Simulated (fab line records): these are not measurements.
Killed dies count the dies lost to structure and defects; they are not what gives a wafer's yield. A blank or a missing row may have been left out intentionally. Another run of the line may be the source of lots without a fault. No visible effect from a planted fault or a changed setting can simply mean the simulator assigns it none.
Chamber matching | flow n5Finfet | N5_HKMG_FIN_ETCH_35 on rieDiel-04: 4 sister chambers
The step etches SOC in N2/H2, target depth 215.8 nm, time 243.4 s. 8 wafers are shown with their chamber, then 12 later ones without.

WAFERS PAIRED WITH THEIR CHAMBERS
wafer  | chamber | showerheadPlenumPTorr (Torr) | drypumpMotorCurrentA (A)
L086.1 | 3       | 2.45                         | 6.2
L086.3 | 2       | 2.49                         | 5.7
L086.4 | 0       | 2.64                         | 6.7
L086.5 | 1       | 2.61                         | 5.9
L086.6 | 2       | 2.49                         | 5.7
L089.1 | 3       | 2.45                         | 6.2
L089.2 | 0       | 2.64                         | 6.7
L089.3 | 1       | 2.60                         | 5.8

WAFERS WHOSE CHAMBER IS MISSING
wafer  | showerheadPlenumPTorr (Torr) | drypumpMotorCurrentA (A)
L089.4 | 2.64                         | 6.7
L089.5 | 2.45                         | 6.2
L089.6 | 2.60                         | 5.8
L090.1 | 2.60                         | 5.9
L090.2 | 2.45                         | 6.2
L090.5 | 2.60                         | 5.8
L093.2 | 2.60                         | 5.9
L093.4 | 2.64                         | 6.7
L093.5 | 2.49                         | 5.7
L096.1 | 2.63                         | 6.7
L096.3 | 2.48                         | 5.7
L096.4 | 2.44                         | 6.2

WHICH CHAMBER EACH ONE RAN IN
wafer  | from the rows above | in truth
L089.4 | 0                   | 0
L089.5 | 3                   | 3
L089.6 | 1                   | 1
L090.1 | 1                   | 1
L090.2 | 3                   | 3
L090.5 | 1                   | 1
L093.2 | 1                   | 1
L093.4 | 0                   | 0
L093.5 | 2                   | 2
L096.1 | 0                   | 0
L096.3 | 2                   | 2
L096.4 | 3                   | 3
Placed correctly: 12 of 12. Not placeable from these rows: 0. Wrongly placed: 0.
How it was worked out, from the rows above alone: a wafer's distance from a chamber is the root of the sum, over the readings, of the square of ((its reading less the chamber's mean) divided by the reading's scatter). If the next closest chamber is less than 2 further off than the closest, the wafer can't be placed; otherwise it belongs to the closest. Each chamber's mean is taken over the wafers shown for it. The scatter: take each reading less its chamber's mean, square it, sum over the shown wafers, divide by the number of wafers less the number of chambers, and take the root.
